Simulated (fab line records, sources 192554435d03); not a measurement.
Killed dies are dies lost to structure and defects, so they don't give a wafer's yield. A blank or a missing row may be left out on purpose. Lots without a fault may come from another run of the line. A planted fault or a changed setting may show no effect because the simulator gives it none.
Which tool did it? | flow n5_finfet | 8 lots, 24 wafers sampled, at 7 steps of a route of 1938

WHAT THE GAUGES READ, wafer by wafer
N5_BEOL_M3_CD_MEAS_28: target cd 25.7 nm, target cd y 23.3 nm.
lot  | measured     | on        | cd_nm (nm)
L662 | day 7 17:52  | cd_sem-03 | 25.65 25.60 25.29
L665 | day 8 09:53  | cd_sem-02 | 25.88 25.58 26.07
L668 | day 8 21:37  | cd_sem-03 | 25.70 25.71 25.66
L667 | day 8 23:49  | cd_sem-03 | 25.65 25.47 25.88
L670 | day 9 14:36  | cd_sem-02 | 25.66 25.52 25.66
L672 | day 10 08:01 | cd_sem-03 | 25.64 25.14 25.57
L673 | day 10 08:18 | cd_sem-01 | 25.81 25.82 25.63
L674 | day 10 18:45 | cd_sem-02 | 25.71 26.02 26.19

N5_BEOL_M3_OCD_MEAS_38.
lot  | measured     | on     | trench_depth_nm (nm)
L662 | day 8 00:20  | ocd-01 | 55.0 54.3 55.0
L665 | day 8 10:55  | ocd-01 | 55.2 57.6 56.2
L668 | day 8 22:55  | ocd-02 | 56.3 58.6 55.9
L667 | day 9 05:34  | ocd-02 | 56.7 55.0 57.4
L670 | day 9 15:58  | ocd-01 | 54.4 54.8 54.6
L672 | day 10 14:04 | ocd-02 | 55.7 54.9 54.5
L673 | day 10 09:34 | ocd-01 | 55.6 55.6 57.5
L674 | day 10 22:45 | ocd-01 | 28.8 55.5 54.7

N5_BEOL_M4_RC_MEAS_101.
lot  | measured     | on        | CHAIN_V2_max_site (ohm/link) | DIBL_N (mV/V)  | DIBL_P (mV/V)  | IOFF_N (nA/um)    | IOFF_P (nA/um)    | ION_N (uA/um) | ION_P (uA/um) | SS_N (mV/dec)  | SS_P (mV/dec)  | VT_N (mV)         | VT_P (mV)
L662 | day 8 12:03  | prober-01 | 245 238 261                  | 36.8 37.7 36.8 | 35.5 35.8 34.7 | 0.161 0.174 0.162 | 0.221 0.220 0.213 | 675 674 664   | 463 466 460   | 71.3 71.2 71.5 | 73.0 73.1 73.5 | 250.1 250.3 248.5 | -248.8 -249.0 -247.3
L665 | day 9 04:35  | prober-02 | 239 243 240                  | 37.6 36.4 37.9 | 36.7 36.1 37.3 | 0.184 0.168 0.192 | 0.262 0.241 0.272 | 682 686 678   | 471 468 465   | 71.5 71.5 71.8 | 73.2 73.4 73.4 | 245.7 247.2 248.0 | -246.9 -244.0 -243.8
L668 | day 9 14:19  | prober-02 | 229 237 242                  | 36.9 37.7 36.9 | 34.3 35.4 34.6 | 0.153 0.170 0.166 | 0.203 0.221 0.202 | 670 667 674   | 467 462 459   | 71.5 71.7 71.5 | 73.2 72.8 72.8 | 249.4 247.7 250.3 | -248.5 -248.0 -252.3
L667 | day 9 19:53  | prober-01 | 242 249 241                  | 34.3 35.1 35.0 | 34.7 35.5 35.4 | 0.129 0.140 0.140 | 0.158 0.175 0.171 | 664 679 663   | 450 461 454   | 71.2 71.3 71.4 | 73.6 73.3 73.3 | 252.9 248.6 249.8 | -256.2 -252.5 -253.8
L670 | day 10 10:28 | prober-01 | 243 244 235                  | 36.6 36.6 36.2 | 36.6 37.1 36.4 | 0.164 0.165 0.150 | 0.206 0.209 0.196 | 684 687 673   | 463 465 457   | 71.7 71.4 70.7 | 72.9 73.7 73.0 | 246.6 249.3 248.3 | -249.0 -247.0 -250.7
L672 | day 11 06:47 | prober-02 | 246 240 241                  | 36.9 35.8 36.5 | 36.3 35.2 35.7 | 0.165 0.153 0.152 | 0.255 0.231 0.236 | 678 678 671   | 471 470 467   | 71.0 71.1 71.5 | 72.7 72.7 73.2 | 247.4 244.7 248.8 | -244.3 -244.4 -244.2
L673 | day 11 01:43 | prober-02 | 248 238 241                  | 38.5 38.4 36.0 | 37.1 37.0 35.3 | 0.182 0.186 0.138 | 0.229 0.229 0.193 | 678 671 658   | 466 459 455   | 72.4 72.5 71.4 | 73.8 73.3 73.3 | 249.7 249.1 255.3 | -249.3 -247.8 -251.9
L674 | day 11 15:14 | prober-02 | ~571 240 242                 | 36.4 37.0 35.9 | 35.7 36.8 36.1 | 0.165 0.178 0.161 | 0.181 0.193 0.187 | 666 674 671   | 457 456 455   | 72.0 71.8 70.9 | 73.6 74.2 73.5 | 247.4 249.3 249.5 | -253.8 -253.1 -253.2

WHICH TOOL RAN EACH LOT (tool, then ch and the chambers of the sampled wafers, then the start)
lot  | N5_BEOL_M3_ETCH_74                 | N5_BEOL_M3_HM_OPEN_17             | N5_BEOL_M3_ETCHBACK_99             | N5_BEOL_M3_ETCH_70
L662 | rie_diel-02 ch 0,2, day 7 16:59    | rie_metal-01 ch 0,1, day 7 17:13  | rie_diel-03 ch 1,2, day 7 23:56    | rie_diel-03 ch 1,2, day 7 23:59
L665 | rie_diel-06 ch 1,2,3, day 8 09:10  | rie_metal-01 ch 0,1, day 8 09:23  | rie_diel-02 ch 0,1,3, day 8 10:32  | rie_diel-02 ch 0,1,3, day 8 10:34
L668 | rie_diel-02 ch 1,3, day 8 20:46    | rie_metal-01 ch 0,1, day 8 20:59  | rie_diel-02 ch 1,3, day 8 22:31    | rie_diel-02 ch 1,3, day 8 22:33
L667 | rie_diel-02 ch 0,2,3, day 8 23:06  | rie_metal-01 ch 0,1, day 8 23:19  | rie_diel-03 ch 0,2,3, day 9 05:11  | rie_diel-03 ch 0,2,3, day 9 05:13
L670 | rie_diel-02 ch 1,2,3, day 9 13:53  | rie_metal-03 ch 0,1, day 9 14:06  | rie_diel-06 ch 0,2,3, day 9 15:35  | rie_diel-06 ch 0,2,3, day 9 15:37
L672 | rie_diel-02 ch 0,3, day 10 07:18   | rie_metal-01 ch 0,1, day 10 07:32 | rie_diel-03 ch 0,1,2, day 10 13:40 | rie_diel-03 ch 0,1,2, day 10 13:42
L673 | rie_diel-06 ch 1,2,3, day 10 07:28 | rie_metal-03 ch 0,1, day 10 07:43 | rie_diel-02 ch 1,3, day 10 09:10   | rie_diel-02 ch 1,3, day 10 09:13
L674 | rie_diel-02 ch 0,1,3, day 10 17:55 | rie_metal-03 ch 0,1, day 10 18:07 | rie_diel-03 ch 1,2, day 10 22:22   | rie_diel-03 ch 1,2, day 10 22:24
- N5_BEOL_M3_ETCH_74: etches underlayer in N2/H2, target depth 6.5 nm, time 5.2 s.
- N5_BEOL_M3_HM_OPEN_17: chemistry Cl2/BCl3, target TiN, target depth 20 nm, overetch 6 nm.
- N5_BEOL_M3_ETCHBACK_99: etches SiO2 in CHF3, target depth 5 nm, time 10.4 s.
- N5_BEOL_M3_ETCH_70: etches SOC in N2/H2, target depth 80 nm, overetch 16 nm, time 120 s.

WHAT THE TOOLS THEMSELVES READ (means of the sampled wafers that have a number; where no wafer has one, the mark that the record gives instead)
N5_BEOL_M3_ETCH_74.
lot  | tool        | drypump_motor_current_A (A) | etch_rf_on_time_s (s) | oes_product_au (a.u.) | rf_vpp_V (V) | showerhead_plenum_p_Torr (Torr) | throttle_valve_pct (%)
L662 | rie_diel-02 | 6.1                         | 5.20                  | 0.66                  | 523          | 2.52                            | 17.98
L665 | rie_diel-06 | 5.8                         | 5.14                  | 0.75                  | 526          | 2.62                            | 17.64
L668 | rie_diel-02 | 5.8                         | 5.09                  | 0.77                  | 528          | 2.69                            | 17.61
L667 | rie_diel-02 | 5.9                         | 5.14                  | 0.72                  | 527          | 2.60                            | 17.79
L670 | rie_diel-02 | 6.0                         | 5.15                  | 0.69                  | 525          | 2.59                            | 17.80
L672 | rie_diel-02 | 5.9                         | 5.12                  | 0.73                  | 529          | 2.69                            | 17.56
L673 | rie_diel-06 | 5.7                         | 5.19                  | 0.74                  | 526          | 2.61                            | 17.65
L674 | rie_diel-02 | 6.0                         | 5.17                  | 0.70                  | 529          | 2.68                            | 17.57

N5_BEOL_M3_HM_OPEN_17.
lot  | tool         | drypump_motor_current_A (A) | oes_product_au (a.u.) | throttle_valve_pct (%)
L662 | rie_metal-01 | 5.6                         | 0.65                  | 22.2
L665 | rie_metal-01 | 5.8                         | 0.66                  | 22.3
L668 | rie_metal-01 | 5.8                         | 0.66                  | 22.3
L667 | rie_metal-01 | 5.8                         | 0.65                  | 22.3
L670 | rie_metal-03 | 5.1                         | 0.63                  | 22.6
L672 | rie_metal-01 | 5.5                         | 0.64                  | 22.2
L673 | rie_metal-03 | 5.1                         | 0.63                  | 22.7
L674 | rie_metal-03 | 5.4                         | 0.68                  | 22.5

N5_BEOL_M3_ETCHBACK_99.
lot  | tool        | drypump_motor_current_A (A) | oes_product_au (a.u.) | rf_vpp_V (V) | showerhead_plenum_p_Torr (Torr) | throttle_valve_pct (%)
L662 | rie_diel-03 | 5.7                         | 0.75                  | 241.0        | 2.18                            | 17.23
L665 | rie_diel-02 | 5.9                         | 0.85                  | 242.8        | 2.27                            | 16.81
L668 | rie_diel-02 | 6.0                         | 0.81                  | 243.7        | 2.26                            | 16.82
L667 | rie_diel-03 | 5.8                         | 0.87                  | 242.7        | 2.10                            | 17.04
L670 | rie_diel-06 | 5.6                         | 0.78                  | 239.5        | 2.19                            | 17.01
L672 | rie_diel-03 | 6.0                         | 0.78                  | 241.5        | 2.13                            | 17.15
L673 | rie_diel-02 | 6.0                         | 0.80                  | 243.6        | 2.25                            | 16.85
L674 | rie_diel-03 | 5.5                         | 0.66                  | 240.0        | 2.12                            | 17.21

N5_BEOL_M3_ETCH_70.
lot  | tool        | drypump_motor_current_A (A) | oes_product_au (a.u.) | rf_vpp_V (V) | showerhead_plenum_p_Torr (Torr) | temp_c (C) | throttle_valve_pct (%)
L662 | rie_diel-03 | 5.7                         | 0.58                  | 525.2        | 2.59                            | 39.93      | 18.13
L665 | rie_diel-02 | 5.9                         | 0.64                  | 527.6        | 2.68                            | 39.99      | 17.50
L668 | rie_diel-02 | 6.0                         | 0.61                  | 527.5        | 2.67                            | 39.99      | 17.52
L667 | rie_diel-03 | 5.8                         | 0.66                  | 522.1        | 2.48                            | 40.01      | 17.83
L670 | rie_diel-06 | 5.7                         | 0.60                  | 525.9        | 2.59                            | 39.80      | 17.80
L672 | rie_diel-03 | 5.9                         | 0.59                  | 522.8        | 2.53                            | 39.94      | 18.02
L673 | rie_diel-02 | 6.0                         | 0.61                  | 526.7        | 2.67                            | 40.01      | 17.53
L674 | rie_diel-03 | 5.5                         | 0.52                  | 523.3        | 2.51                            | 39.96      | 18.13

THE ANSWER, worked out from the rows above alone
Rule: what is usual is taken from the lots themselves. Put in order of their means at a reading, lots are off if they are a third of the lots or fewer, leave a main group of 4 or more, and stand apart from it by a gap of 3 or more times the standard deviation of the main group's means; of several such gaps the widest counts. A main group whose means are all the same, to the digits that the tables above print for the reading, isn't used. A lot without any number at a reading at which 4 lots or more have one is off too. The other lots that the step has rows for count as sound. The gauges are gone through in route order, then the tools' own readings, and for those a lot's mean is taken as printed above. The first step at which some lot is off is used, and at that step the reading that is off furthest; a lot without a number counts as furthest.
Off: L674, at N5_BEOL_M3_OCD_MEAS_38 (trench_depth_nm). The main group: mean 55.8 nm, standard deviation 0.86.
A tool fits if, at a process step before that reading, it ran every lot that is off, and no sound lot after the first of them. The gauges at N5_BEOL_M3_OCD_MEAS_38 are tried like those tools. Can't be told from this: 4 tools fit, rie_diel-02 at N5_BEOL_M3_ETCH_74, rie_metal-03 at N5_BEOL_M3_HM_OPEN_17, rie_diel-03 at N5_BEOL_M3_ETCHBACK_99 and N5_BEOL_M3_ETCH_70, ocd-01 at N5_BEOL_M3_OCD_MEAS_38.

WHAT THE SIMULATOR HAD PUT IN
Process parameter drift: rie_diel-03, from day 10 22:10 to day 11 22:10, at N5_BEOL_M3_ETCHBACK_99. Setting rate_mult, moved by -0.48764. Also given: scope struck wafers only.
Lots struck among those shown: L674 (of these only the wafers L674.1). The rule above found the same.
